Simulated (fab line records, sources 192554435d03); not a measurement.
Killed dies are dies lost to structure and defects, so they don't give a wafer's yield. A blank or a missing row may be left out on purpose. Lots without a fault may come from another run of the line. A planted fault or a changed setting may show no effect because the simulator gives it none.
Chamber matching | flow n5_finfet | N5_BEOL_M7_ILD_DEP_00 on pecvd-01: 3 sister chambers
The step deposits SiCOH lowk from DEMS/porogen, target thk 179.75 nm, time 33.4 s. 6 wafers are shown with their chamber, then 11 later ones without.

WAFERS WITH THEIR CHAMBER
wafer  | chamber | throttle_valve_pct (%) | showerhead_vpp_V (V)
L086.3 | 2       | 13.0                   | 1381
L087.5 | 1       | 14.6                   | 1317
L089.3 | 1       | 14.5                   | 1331
L089.4 | 0       | 13.5                   | 1373
L089.6 | 2       | 12.8                   | 1392
L090.2 | 0       | 13.4                   | 1355

WAFERS WITHOUT THEIR CHAMBER
wafer  | throttle_valve_pct (%) | showerhead_vpp_V (V)
L090.4 | 13.5                   | 1334
L090.6 | 14.7                   | 1315
L093.2 | 14.4                   | 1309
L093.4 | 13.6                   | 1371
L093.5 | 14.7                   | 1288
L096.2 | 14.8                   | 1309
L096.4 | 12.7                   | 1393
L096.6 | 14.4                   | 1317
L097.2 | 14.5                   | 1316
L097.3 | 13.4                   | 1344
L097.5 | 14.8                   | 1334

WHICH CHAMBER EACH WENT THROUGH
wafer  | from the rows above | in truth
L090.4 | 0                   | 0
L090.6 | 1                   | 1
L093.2 | 1                   | 1
L093.4 | 0                   | 0
L093.5 | 1                   | 1
L096.2 | 1                   | 1
L096.4 | 2                   | 2
L096.6 | 1                   | 1
L097.2 | 1                   | 1
L097.3 | 0                   | 0
L097.5 | 1                   | 1
Placed correctly: 11 of 11. Can't be placed from these rows: 0. Placed wrongly: 0.
How it was worked out, from the rows above alone: a wafer's distance from a chamber is the root of the sum, over the readings, of the square of ((its reading less the chamber's mean) divided by the reading's scatter). The wafer belongs to the nearest chamber; if the next one is less than 2 further off, it can't be placed. A chamber's mean is the mean of its shown wafers. The scatter: the root of (the sum of the squares of (reading less its chamber's mean) over the shown wafers, divided by (wafers less chambers)).
